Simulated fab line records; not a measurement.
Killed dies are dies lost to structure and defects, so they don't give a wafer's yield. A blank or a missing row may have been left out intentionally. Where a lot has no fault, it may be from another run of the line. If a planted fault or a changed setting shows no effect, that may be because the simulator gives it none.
Chamber matching -- flow n5_finfet -- N5_STI_FIN_REVEAL_ETCH_34 on rie_si-06: 4 sister chambers
The step etches Si in H2, material Si, target depth 0.97 nm. 4 wafers are shown with their chamber, then 9 later ones without.

EACH WAFER AND ITS CHAMBER
wafer,chamber,throttle_valve_pct (%)
L084.2,0,25.7
L088.2,2,26.1
L088.4,3,25.4
L088.5,1,25.4

WAFERS WHOSE CHAMBER IS MISSING
wafer,throttle_valve_pct (%)
L090.3,25.4
L090.4,26.1
L090.6,25.4
L092.1,25.7
L092.3,25.5
L092.4,26.1
L096.1,26.1
L096.4,25.7
L096.5,25.4

THE CHAMBER EACH PASSED THROUGH
wafer,from the rows above,in truth
L090.3,can't be placed: 1 or 3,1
L090.4,2,2
L090.6,can't be placed: 1 or 3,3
L092.1,0,0
L092.3,can't be placed: 1 or 3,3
L092.4,2,2
L096.1,2,2
L096.4,0,0
L096.5,can't be placed: 1 or 3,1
Correct placement for 5 of the 9. From these rows, 4 cannot be placed; in 4 the true chamber is one of the candidates. Wrongly placed: 0.
How it was worked out, from the rows above alone: a wafer's distance from a chamber is the root of the sum, over the readings, of the square of ((its reading less the chamber's mean) divided by the reading's scatter). The wafer belongs to the nearest chamber; if the next one is less than 2 further off, it can't be placed. Each chamber's mean is taken over the wafers shown for it. The scatter (one wafer shown for each chamber): square how far every hidden wafer sits from the nearest shown wafer, average those squares and take the square root.
